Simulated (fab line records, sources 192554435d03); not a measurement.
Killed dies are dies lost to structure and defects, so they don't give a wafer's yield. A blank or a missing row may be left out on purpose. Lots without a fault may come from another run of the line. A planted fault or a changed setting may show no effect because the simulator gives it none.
Chamber matching | flow n5_finfet | N5_MOL_CONTACT_COAG_ETCH_66 on rie_diel-04: 4 sister chambers
The step etches SiARC in CF4, target depth 13 nm, time 21.7 s. 30 wafers are shown with their chamber, then 12 later ones without.

WAFERS WITH THEIR CHAMBER
wafer  | chamber | drypump_motor_current_A (A) | throttle_valve_pct (%) | showerhead_plenum_p_Torr (Torr)
L074.1 | 0       | 5.0                         | 15.55                  | 2.08
L074.2 | 1       | 5.7                         | 15.33                  | 2.06
L074.3 | 3       | 5.8                         | 15.52                  | 2.15
L074.4 | 2       | 6.8                         | 16.01                  | 2.13
L074.5 | 3       | 5.8                         | 15.54                  | 2.15
L074.6 | 2       | 6.7                         | 16.01                  | 2.13
L076.2 | 3       | 5.8                         | 15.53                  | 2.15
L076.3 | 2       | 6.8                         | 16.00                  | 2.12
L076.6 | 0       | 5.0                         | 15.56                  | 2.08
L079.2 | 3       | 5.8                         | 15.54                  | 2.14
L079.3 | 0       | 5.0                         | 15.55                  | 2.08
L079.5 | 1       | 5.7                         | 15.35                  | 2.06
L080.1 | 0       | 4.9                         | 15.55                  | 2.08
L080.3 | 3       | 5.8                         | 15.55                  | 2.14
L080.4 | 2       | 6.8                         | 16.03                  | 2.12
L081.1 | 2       | 6.8                         | 16.02                  | 2.12
L081.2 | 0       | 5.0                         | 15.55                  | 2.08
L081.3 | 1       | 5.7                         | 15.36                  | 2.06
L081.4 | 3       | 5.8                         | 15.56                  | 2.14
L081.5 | 2       | 6.8                         | 16.03                  | 2.12
L081.6 | 3       | 5.8                         | 15.55                  | 2.14
L082.1 | 0       | 4.9                         | 15.56                  | 2.08
L082.3 | 3       | 5.8                         | 15.57                  | 2.14
L082.6 | 3       | 5.8                         | 15.54                  | 2.14
L084.1 | 0       | 4.9                         | 15.58                  | 2.08
L084.2 | 3       | 5.8                         | 15.56                  | 2.14
L084.3 | 2       | 6.8                         | 16.05                  | 2.12
L084.4 | 1       | 5.7                         | 15.36                  | 2.05
L084.5 | 3       | 5.8                         | 15.57                  | 2.14
L084.6 | 0       | 4.9                         | 15.56                  | 2.08

SIGNATURES (means of the wafers above)
reading                  | chamber 0 | chamber 1 | chamber 2 | chamber 3 | scatter within a chamber
drypump_motor_current_A  | 4.950     | 5.700     | 6.786     | 5.800     | 0.0331
throttle_valve_pct       | 15.5575   | 15.3500   | 16.0214   | 15.5482   | 0.0147
showerhead_plenum_p_Torr | 2.0800    | 2.0575    | 2.1229    | 2.1427    | 0.0041
Rule: a wafer's distance from a chamber is the root of the sum, over the readings, of the square of ((its reading less the chamber's mean) divided by the reading's scatter). The wafer belongs to the nearest chamber; if the next one is less than 2 further off, it can't be placed. The scatter: the root of (the sum of the squares of (reading less its chamber's mean) over the shown wafers, divided by (wafers less chambers)).

WAFERS WITHOUT THEIR CHAMBER
wafer  | drypump_motor_current_A (A) | throttle_valve_pct (%) | showerhead_plenum_p_Torr (Torr)
L087.1 | 4.9                         | 15.59                  | 2.08
L087.4 | 5.8                         | 15.57                  | 2.14
L087.5 | 5.8                         | 15.57                  | 2.14
L089.2 | 5.0                         | 15.59                  | 2.07
L089.3 | 5.7                         | 15.39                  | 2.05
L089.5 | 4.9                         | 15.60                  | 2.07
L096.3 | 5.8                         | 15.41                  | 2.05
L096.4 | 5.8                         | 15.60                  | 2.13
L096.5 | 5.8                         | 15.61                  | 2.13
L097.1 | 5.8                         | 15.43                  | 2.05
L097.3 | 5.8                         | 15.60                  | 2.13
L097.4 | 5.0                         | 15.63                  | 2.07

WHICH CHAMBER EACH WENT THROUGH
wafer  | from the rows above | in truth
L087.1 | 0                   | 0
L087.4 | 3                   | 3
L087.5 | 3                   | 3
L089.2 | 0                   | 0
L089.3 | 1                   | 1
L089.5 | 0                   | 0
L096.3 | 1                   | 1
L096.4 | 3                   | 3
L096.5 | 3                   | 3
L097.1 | 1                   | 1
L097.3 | 3                   | 3
L097.4 | 0                   | 0
Placed correctly: 12 of 12. Can't be placed from these rows: 0. Placed wrongly: 0.
